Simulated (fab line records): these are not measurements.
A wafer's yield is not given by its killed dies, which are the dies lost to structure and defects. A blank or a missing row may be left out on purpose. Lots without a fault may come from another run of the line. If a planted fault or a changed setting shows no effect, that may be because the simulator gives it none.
fab line records	flow n5_finfet	part 1 of 2: steps 1 to 4 of 6
[record] lots = 24	wafers = 72	last_day = 17
route steps=1938 shown MOL_CONTACT_COAG@606 BEOL_M0_SAQP@633 BEOL_M0@716
lots with no fault: from the same line, run without faults
start_h: hours from the record's first day to the start of the lot's first wafer shown	wait_h: time in hours since the lot's previous step	" identical to the entry in the row above	L1.1+2: one row covering several wafers at once	- value missing, or start not given	* or withheld: withheld	< > ~ a bound
route shown NAME@n: names a module that has steps shown in the file, with the first one's number in the route	usual: mean and standard deviation over wafers with no fault	same: alike in all rows	chamber/n: place in a boat	sites: per-site readings	_std_site: the values' standard deviation	_edge_site: inner sites' mean taken away from outer sites' mean	radius_mm: how far each site lies from the wafer's centre	mask NAME#n: copy n	behind: the tool/chamber that last shaped the wafer	hold: the reason the lot was held/the length of the hold in hours/how it ended	device: transistor that didn't switch, given as n, p or np	end of line: tests of these same wafers at the route's end	a step without rows: its recipe alone	killed: the dies lost at the first sort to structure and to defects; this is not the yield of the wafer	map: per-die view of a wafer (x killed, . not killed, _ where there is no die)
set.NAME: the setting that was run; set.NAME@STEP: the one run at that earlier step	model.NAME: the simulator's own value behind a step, which no gauge read
route steps across a sampled set of lots; one table per step, one row per wafer
services: the hour from which a tool's chamber was out of use, counted from the record's first day as start_h (under 0 if before that day), plus the number of hours and why
[[steps]]
[step N5_MOL_CONTACT_COAG_ETCH_65]
[recipe] chemistry = N2/H2	target = underlayer	target_depth_a = 130	mask_material = CAR-EUV	time_s = 10.4	ion_energy_ev = 200	pressure_mtorr = 30	source_w = 840	bias_w = 150	n2_flow_sccm = 200	h2_flow_sccm = 200	ends = cleared
[usual] drypump_motor_current_A = 5.7/0.51	etch_rf_on_time_s = 10.35/0.17	oes_product_au = 0.70/0.062	rf_vpp_V = 524.6/3	showerhead_plenum_p_Torr = 2.57/0.11	throttle_valve_pct = 17.81/0.18
lot.wafer	tool	chamber	start_h	wait_h	drypump_motor_current_A	etch_rf_on_time_s	oes_product_au	rf_hours_counter_h	rf_vpp_V	showerhead_plenum_p_Torr	throttle_valve_pct
L074.4	rie_diel-06	1	103.77	0.0	6.7	10.54	0.70	91	522.1	2.47	17.96
L074.5	"	0	"	"	5.3	10.49	0.80	-	527.8	2.72	17.75
L074.6	"	1	"	"	6.6	10.59	0.68	-	521.8	2.47	17.97
L075.2	rie_diel-01	0	113.53	0.0	6.1	9.98	0.64	198	520.6	2.42	18.04
L075.3	"	1	"	"	5.3	10.36	0.61	188	523.3	2.54	18.00
L075.4	"	2	"	"	6.4	10.18	0.62	232	524.4	2.50	17.86
L076.1	rie_diel-02	2	117.57	0.0	5.8	10.42	0.72	57	527.7	2.70	17.72
L076.3	"	1	"	"	5.6	10.24	0.75	39	523.2	2.59	17.48
L076.4	"	3	"	"	4.7	10.54	0.74	48	521.4	2.47	17.74
L077.2	rie_diel-01	3	119.60	0.0	5.7	10.48	0.77	13	522.2	2.49	17.72
L077.4	"	2	"	"	6.4	10.29	0.61	235	523.4	2.50	17.88
L077.5	"	2	"	"	6.3	10.21	0.62	-	521.6	2.50	17.86
L078.1	rie_diel-01	2	131.42	0.0	6.4	10.24	0.61	241	522.8	2.49	17.90
L078.2	"	0	"	"	6.1	10.05	0.63	207	520.7	2.42	18.04
L078.4	"	3	"	"	5.7	10.60	0.76	18	522.9	2.48	17.72
L079.2	rie_diel-01	1	132.77	0.0	5.3	10.49	0.61	198	524.1	2.53	18.01
L079.3	"	3	"	"	5.7	10.71	0.74	19	522.0	2.48	17.74
L079.5	"	2	"	"	6.4	10.44	0.60	-	522.0	2.49	17.88
L080.1	rie_diel-02	1	140.97	0.0	5.6	10.24	0.73	50	525.5	2.58	17.48
L080.5	"	0	"	"	5.8	10.32	0.75	-	524.8	2.61	17.59
L080.6	"	1	"	"	5.6	10.23	0.73	-	526.0	2.58	17.51
L081.2	rie_diel-02	3	146.08	0.0	4.7	10.56	0.71	61	521.5	2.46	17.78
L081.3	"	2	"	"	5.8	10.19	0.71	70	527.3	2.70	17.75
L081.5	"	3	"	"	4.8	10.52	0.72	-	521.4	2.46	17.78
L082.1	rie_diel-06	3	154.42	0.0	5.1	10.26	0.74	43	527.6	2.67	17.61
L082.4	"	2	"	"	5.4	10.33	0.77	26	528.5	2.71	17.85
L082.6	"	0	"	"	5.3	10.42	0.78	-	528.7	2.72	17.75
L083.1	rie_diel-06	3	160.10	0.0	5.1	10.16	0.75	46	529.9	2.67	17.62
L083.2	"	0	"	"	5.3	10.40	0.77	13	528.8	2.72	17.77
L083.5	"	3	"	"	5.1	10.25	0.75	-	528.5	2.67	17.57
L084.1	rie_diel-01	3	167.13	0.0	5.7	10.58	0.73	34	522.2	2.48	17.76
L084.2	"	1	"	"	5.3	10.41	0.60	212	522.1	2.53	18.03
L084.4	"	1	"	"	5.3	10.53	0.59	-	525.1	2.53	18.04
L085.2	rie_diel-06	2	170.69	0.0	5.5	10.28	0.77	31	528.1	2.70	17.86
L085.5	"	0	"	"	5.3	10.47	0.76	-	528.5	2.72	17.77
L085.6	"	3	"	"	5.1	10.27	0.74	-	528.0	2.67	17.59
L086.1	rie_diel-01	0	177.47	0.0	6.1	10.11	0.61	229	521.7	2.41	18.07
L086.3	"	3	"	"	5.7	10.52	0.73	40	522.3	2.47	17.77
L086.4	"	3	"	"	5.8	10.50	0.72	-	521.0	2.47	17.77
L087.3	rie_diel-02	3	178.67	0.0	4.8	10.52	0.70	74	520.4	2.46	17.81
L087.4	"	1	"	"	5.6	10.06	0.72	63	524.5	2.58	17.53
L087.6	"	3	"	"	4.8	10.45	0.71	-	523.6	2.46	17.81
L088.3	rie_diel-02	2	185.54	0.0	5.8	10.30	0.69	84	526.7	2.69	17.77
L088.5	"	0	"	"	5.8	10.27	0.73	-	526.1	2.61	17.59
L088.6	"	1	"	"	5.6	10.27	0.72	-	524.4	2.58	17.54
L089.4	rie_diel-01	1	195.06	0.0	5.3	10.54	0.58	225	523.0	2.52	18.05
L089.5	"	2	"	"	6.4	10.36	0.80	-	521.8	2.49	17.53
L089.6	"	1	"	"	5.3	10.67	0.58	-	520.8	2.52	18.05
L090.3	rie_diel-06	3	197.66	0.0	5.2	10.08	0.74	60	527.4	2.66	17.63
L090.5	"	2	"	"	5.4	10.12	0.75	-	528.2	2.70	17.89
L090.6	"	3	"	"	5.2	10.06	0.74	-	526.7	2.66	17.61
L091.1	rie_diel-06	3	204.93	0.0	5.2	10.05	0.73	61	528.1	2.66	17.61
L091.4	"	1	"	"	6.6	10.64	0.66	118	522.3	2.46	18.02
L091.5	"	1	"	"	6.7	10.56	0.67	-	520.5	2.46	18.02
L092.1	rie_diel-06	0	210.39	0.0	5.3	10.41	0.74	30	529.0	2.71	17.78
L092.3	"	1	"	"	6.7	10.53	0.67	119	522.5	2.46	18.02
L092.6	"	3	"	"	5.2	10.12	0.73	-	528.8	2.66	17.61
L093.2	rie_diel-06	1	218.13	0.0	6.7	10.52	0.67	122	521.7	2.45	18.02
L093.4	"	0	"	"	5.3	10.32	0.75	32	526.3	2.71	17.78
L093.6	"	3	"	"	5.2	10.07	0.73	-	527.9	2.66	17.61
L094.1	rie_diel-06	1	218.95	0.0	6.7	10.68	0.67	122	521.2	2.45	18.03
L094.2	"	2	"	"	5.4	10.29	0.74	48	527.5	2.70	17.89
L094.6	"	0	"	"	5.3	10.54	0.73	-	527.1	2.71	17.81
L095.1	rie_diel-01	0	225.35	0.0	6.1	10.11	0.61	246	519.3	2.40	18.11
L095.5	"	1	"	"	5.3	10.56	0.58	-	522.2	2.52	18.08
L095.6	"	0	"	"	6.2	10.00	0.61	-	519.5	2.40	18.13
L096.1	rie_diel-06	1	232.48	0.0	6.6	10.60	0.66	127	522.3	2.45	18.04
L096.2	"	2	"	"	5.4	10.34	0.73	53	528.9	2.69	17.89
L096.6	"	3	"	"	5.1	10.19	0.72	-	526.2	2.66	17.63
L097.1	rie_diel-01	1	236.76	0.0	5.3	10.55	0.58	238	522.8	2.51	18.11
L097.3	"	3	"	"	5.7	10.66	0.71	60	521.9	2.47	17.80
L097.5	"	3	"	"	5.7	10.63	0.70	-	521.9	2.47	17.81
[step N5_BEOL_M0_SAQP_ILD_DEP_01]
[recipe] material = SiOC	target_thk_a = 454.19	temp_c = 350	precursor = DEMS/O2	pressure_torr = 5	rf_w = 500	time_s = 8.7
[usual] heater_power_w = 497/81	showerhead_plenum_p_Torr = 5.695/0.016	throttle_valve_pct = 12.2/0.51
lot.wafer	tool	chamber	start_h	wait_h	heater_power_w	showerhead_plenum_p_Torr	throttle_valve_pct
L074.4	pecvd-01	1	108.90	0.0	442	5.693	12.1
L074.5	"	2	"	"	448	5.706	12.3
L074.6	"	0	"	"	459	5.713	13.5
L075.2	pecvd-02	2	118.56	0.0	584	5.682	11.5
L075.3	"	1	"	"	494	5.689	12.0
L075.4	"	1	"	"	514	5.699	11.8
L076.1	pecvd-02	0	122.54	0.0	593	5.707	11.8
L076.3	"	1	"	"	486	5.692	12.0
L076.4	"	1	"	"	467	5.688	12.1
L077.2	pecvd-01	0	125.57	0.0	419	5.730	13.5
L077.4	"	2	"	"	423	5.712	12.5
L077.5	"	0	"	"	423	5.744	13.6
L078.1	pecvd-02	0	136.57	0.0	582	5.707	11.6
L078.2	"	1	"	"	513	5.699	12.2
L078.4	"	1	"	"	533	5.704	11.8
L079.2	pecvd-04	0	139.57	0.0	476	5.697	11.9
L079.3	"	1	"	"	640	5.676	12.0
L079.5	"	0	"	"	468	5.712	12.1
L080.1	pecvd-04	1	145.94	0.0	605	5.699	12.1
L080.5	"	0	"	"	467	5.695	12.1
L080.6	"	1	"	"	601	5.686	12.5
L081.2	pecvd-01	0	151.02	0.0	467	5.736	13.6
L081.3	"	2	"	"	401	5.712	12.1
L081.5	"	0	"	"	470	5.735	13.6
L082.1	pecvd-04	0	159.78	0.0	450	5.710	11.8
L082.4	"	1	"	"	634	5.677	12.2
L082.6	"	0	"	"	452	5.705	11.8
L083.1	pecvd-04	2	165.07	0.0	435	5.699	12.0
L083.2	"	1	"	"	659	5.674	12.3
L083.5	"	2	"	"	427	5.694	12.1
L084.1	pecvd-02	1	172.23	0.0	456	5.695	12.0
L084.2	"	0	"	"	586	5.695	11.6
L084.4	"	2	"	"	603	5.668	11.8
L085.2	pecvd-02	1	175.63	0.0	494	5.704	12.2
L085.5	"	1	"	"	498	5.680	12.0
L085.6	"	0	"	"	576	5.689	11.5
L086.1	pecvd-01	2	182.42	0.0	446	5.713	12.4
L086.3	"	0	"	"	405	5.728	13.5
L086.4	"	2	"	"	440	5.715	12.6
L087.3	pecvd-02	2	185.42	0.0	590	5.672	11.6
L087.4	"	2	"	"	603	5.677	11.6
L087.6	"	1	"	"	421	5.679	12.0
L088.3	pecvd-04	0	190.51	0.0	440	5.710	11.7
L088.5	"	1	"	"	606	5.696	12.3
L088.6	"	0	"	"	440	5.696	11.8
L089.4	pecvd-02	0	200.09	0.0	556	5.692	11.5
L089.5	"	2	"	"	573	5.672	11.7
L089.6	"	1	"	"	472	5.692	12.1
L090.3	pecvd-04	0	203.09	0.0	484	5.688	11.8
L090.5	"	1	"	"	641	5.690	12.3
L090.6	"	0	"	"	385	5.709	11.9
L091.1	pecvd-04	1	209.91	0.0	658	5.670	12.1
L091.4	"	1	"	"	648	5.707	12.4
L091.5	"	0	"	"	489	5.688	11.8
L092.1	pecvd-01	2	215.68	0.0	434	5.695	12.6
L092.3	"	0	"	"	459	5.734	13.5
L092.6	"	2	"	"	441	5.698	12.3
L093.2	pecvd-04	2	223.13	0.0	409	5.711	12.2
L093.4	"	2	"	"	399	5.683	12.2
L093.6	"	0	"	"	479	5.700	11.8
L094.1	pecvd-01	2	226.12	0.0	374	5.698	12.7
L094.2	"	0	"	"	421	5.729	13.6
L094.6	"	0	"	"	439	5.729	13.4
L095.1	pecvd-04	0	230.31	0.0	475	5.683	11.7
L095.5	"	2	"	"	466	5.695	12.3
L095.6	"	0	"	"	471	5.703	12.0
L096.1	pecvd-04	0	237.43	0.0	444	5.700	12.0
L096.2	"	2	"	"	434	5.681	12.2
L096.6	"	2	"	"	440	5.701	12.5
L097.1	pecvd-04	1	242.13	0.0	547	5.687	12.3
L097.3	"	2	"	"	433	5.696	12.2
L097.5	"	0	"	"	462	5.698	11.7
[step N5_BEOL_M0_SAQP_HM_DEP_02]
[recipe] material = TiN	target_thk_a = 120	temp_c = 25	chamber_pressure_pa = 0.49996
[usual] throttle_valve_pct = 29.6/1.3
lot.wafer	tool	chamber	start_h	wait_h	throttle_valve_pct
L074.4	pvd_sputter-01	-	109.90	1.0	29.3
L074.5	"	-	"	"	30.4
L074.6	"	-	"	"	28.5
L075.2	pvd_sputter-01	-	119.39	0.8	28.2
L075.3	"	-	"	"	30.4
L075.4	"	-	"	"	29.4
L076.1	pvd_sputter-03	-	122.87	0.3	30.7
L076.3	"	-	"	"	31.7
L076.4	"	-	"	"	29.1
L077.2	pvd_sputter-01	-	125.62	0.0	29.3
L077.4	"	-	"	"	28.3
L077.5	"	-	"	"	28.4
L078.1	pvd_sputter-03	-	137.04	0.4	31.8
L078.2	"	-	"	"	29.5
L078.4	"	-	"	"	29.3
L079.2	pvd_sputter-02	-	140.54	1.0	28.7
L079.3	"	-	"	"	29.7
L079.5	"	-	"	"	29.9
L080.1	pvd_sputter-02	-	147.76	1.8	29.2
L080.5	"	-	"	"	29.5
L080.6	"	-	"	"	30.0
L081.2	pvd_sputter-03	-	151.26	0.2	29.6
L081.3	"	-	"	"	29.2
L081.5	"	-	"	"	29.6
L082.1	pvd_sputter-03	-	161.09	1.3	29.1
L082.4	"	-	"	"	31.8
L082.6	"	-	"	"	30.9
L083.1	pvd_sputter-03	-	166.53	1.4	31.1
L083.2	"	-	"	"	29.1
L083.5	"	-	"	"	32.0
L084.1	pvd_sputter-01	-	173.17	0.9	27.3
L084.2	"	-	"	"	29.4
L084.4	"	-	"	"	30.4
L085.2	pvd_sputter-01	-	176.47	0.8	27.3
L085.5	"	-	"	"	29.3
L085.6	"	-	"	"	27.4
L086.1	pvd_sputter-03	-	183.27	0.8	32.3
L086.3	"	-	"	"	31.0
L086.4	"	-	"	"	29.4
L087.3	pvd_sputter-01	-	186.39	1.0	30.2
L087.4	"	-	"	"	29.4
L087.6	"	-	"	"	28.3
L088.3	pvd_sputter-03	-	192.04	1.5	29.4
L088.5	"	-	"	"	30.9
L088.6	"	-	"	"	31.6
L089.4	pvd_sputter-01	-	202.15	2.0	29.2
L089.5	"	-	"	"	27.2
L089.6	"	-	"	"	30.6
L090.3	pvd_sputter-01	-	204.45	1.3	29.2
L090.5	"	-	"	"	30.4
L090.6	"	-	"	"	27.4
L091.1	pvd_sputter-01	-	211.38	1.5	27.2
L091.4	"	-	"	"	28.1
L091.5	"	-	"	"	27.7
L092.1	pvd_sputter-02	-	216.43	0.7	29.2
L092.3	"	-	"	"	29.8
L092.6	"	-	"	"	28.5
L093.2	pvd_sputter-03	-	225.37	2.2	31.8
L093.4	"	-	"	"	29.3
L093.6	"	-	"	"	31.6
L094.1	pvd_sputter-03	-	226.19	0.0	29.0
L094.2	"	-	"	"	29.6
L094.6	"	-	"	"	31.7
L095.1	pvd_sputter-01	-	231.38	1.0	27.3
L095.5	"	-	"	"	30.3
L095.6	"	-	"	"	28.1
L096.1	pvd_sputter-02	-	238.42	1.0	28.6
L096.2	"	-	"	"	29.9
L096.6	"	-	"	"	30.0
L097.1	pvd_sputter-03	-	242.62	0.5	29.4
L097.3	"	-	"	"	31.4
L097.5	"	-	"	"	31.8
[step N5_BEOL_M0_SAQP_CD_MEAS_14]
[recipe] target_cd_nm = 42.5	landing_energy_ev = 500	detector = se_inlens
[usual] cd_nm = 42.4/0.39
lot.wafer	tool	chamber	start_h	wait_h	cd_nm
L074.4	cd_sem-02	0	110.83	-	42.3
L074.5	"	0	"	"	42.0
L074.6	"	0	"	"	42.3
L075.2	cd_sem-01	0	120.20	-	42.9
L075.3	"	0	"	"	41.8
L075.4	"	0	"	"	42.8
L076.1	cd_sem-02	0	123.68	-	41.9
L076.3	"	0	"	"	42.3
L076.4	"	0	"	"	42.8
L077.2	cd_sem-01	0	126.43	-	43.0
L077.4	"	0	"	"	42.6
L077.5	"	0	"	"	42.3
L078.1	cd_sem-03	0	137.87	-	41.8
L078.2	"	0	"	"	42.3
L078.4	"	0	"	"	42.1
L079.2	cd_sem-03	0	141.40	-	42.4
L079.3	"	0	"	"	42.3
L079.5	"	0	"	"	42.4
L080.1	cd_sem-02	0	148.57	-	41.8
L080.5	"	0	"	"	42.7
L080.6	"	0	"	"	42.7
L081.2	cd_sem-02	0	151.95	-	42.3
L081.3	"	0	"	"	42.2
L081.5	"	0	"	"	42.1
L082.1	cd_sem-01	0	161.91	-	42.1
L082.4	"	0	"	"	42.6
L082.6	"	0	"	"	42.1
L083.1	cd_sem-02	0	167.35	-	42.8
L083.2	"	0	"	"	43.0
L083.5	"	0	"	"	42.4
L084.1	cd_sem-02	0	173.98	-	42.6
L084.2	"	0	"	"	42.4
L084.4	"	0	"	"	42.7
L085.2	cd_sem-02	0	177.29	-	42.3
L085.5	"	0	"	"	41.8
L085.6	"	0	"	"	42.4
L086.1	cd_sem-01	0	183.96	-	42.2
L086.3	"	0	"	"	42.2
L086.4	"	0	"	"	42.3
L087.3	cd_sem-01	0	187.22	-	42.4
L087.4	"	0	"	"	42.3
L087.6	"	0	"	"	41.7
L088.3	cd_sem-03	0	192.73	-	42.8
L088.5	"	0	"	"	41.6
L088.6	"	0	"	"	42.0
L089.4	cd_sem-01	0	202.99	-	43.2
L089.5	"	0	"	"	42.7
L089.6	"	0	"	"	42.6
L090.3	cd_sem-03	0	205.27	-	42.9
L090.5	"	0	"	"	42.3
L090.6	"	0	"	"	42.6
L091.1	cd_sem-02	0	212.07	-	42.1
L091.4	"	0	"	"	41.7
L091.5	"	0	"	"	43.0
L092.1	cd_sem-02	0	217.25	-	42.4
L092.3	"	0	"	"	42.2
L092.6	"	0	"	"	41.8
L093.2	cd_sem-02	0	226.08	-	42.4
L093.4	"	0	"	"	43.0
L093.6	"	0	"	"	42.3
L094.1	cd_sem-02	0	227.00	-	42.4
L094.2	"	0	"	"	42.6
L094.6	"	0	"	"	42.0
L095.1	cd_sem-02	0	232.19	-	43.0
L095.5	"	0	"	"	42.3
L095.6	"	0	"	"	43.2
L096.1	cd_sem-02	0	239.10	-	42.5
L096.2	"	0	"	"	41.9
L096.6	"	0	"	"	42.2
L097.1	cd_sem-03	0	243.31	-	42.7
L097.3	"	0	"	"	42.7
L097.5	"	0	"	"	42.7
